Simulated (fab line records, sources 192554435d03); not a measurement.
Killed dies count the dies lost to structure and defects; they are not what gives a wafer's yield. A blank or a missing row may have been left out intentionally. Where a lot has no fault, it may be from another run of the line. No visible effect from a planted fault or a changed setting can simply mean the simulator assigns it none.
Matching of chambers	flow n5-finfet	N5_FIN_SAQP_HM_OPEN_33 on rie-diel-04 has 4 sister chambers
The step chemistry CH3F/O2, target SiNx, target depth 49.4 nm, time 70.6 s. 7 wafers are shown with their chamber, then 8 later ones without.

## WAFERS PAIRED WITH THEIR CHAMBERS
wafer	chamber	showerhead-plenum-p-Torr (Torr)	rf-vpp-V (V)
L084.1	2	2.05	295
L086.3	1	1.98	298
L086.4	2	2.04	296
L089.6	0	2.05	303
L091.4	0	2.05	303
L091.6	3	2.03	294
L093.1	3	2.03	295

## WAFERS WHOSE CHAMBER IS MISSING
wafer	showerhead-plenum-p-Torr (Torr)	rf-vpp-V (V)
L093.4	2.04	302
L093.6	2.04	303
L095.2	2.03	294
L095.3	2.04	302
L095.6	2.03	294
L097.3	2.04	294
L097.4	2.04	303
L097.6	2.03	294

## CHAMBER TAKEN BY EACH
wafer	from the rows above	in truth
L093.4	0	0
L093.6	0	0
L095.2	3	3
L095.3	0	0
L095.6	3	3
L097.3	can't be placed: 3 or 2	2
L097.4	0	0
L097.6	3	3
Placed correctly: 7 of 8. Not placeable from these rows: 1 (in 1, the candidates include the true chamber). Placed wrongly: 0.
How it was worked out, from the rows above alone: a wafer's distance from a chamber is the root of the sum, over the readings, of the square of ((its reading less the chamber's mean) divided by the reading's scatter). The wafer belongs to the nearest chamber; if the next one is less than 2 further off, it can't be placed. Each chamber's mean is taken over the wafers shown for it. The scatter: the root of (the sum of the squares of (reading less its chamber's mean) over the shown wafers, divided by (wafers less chambers)).
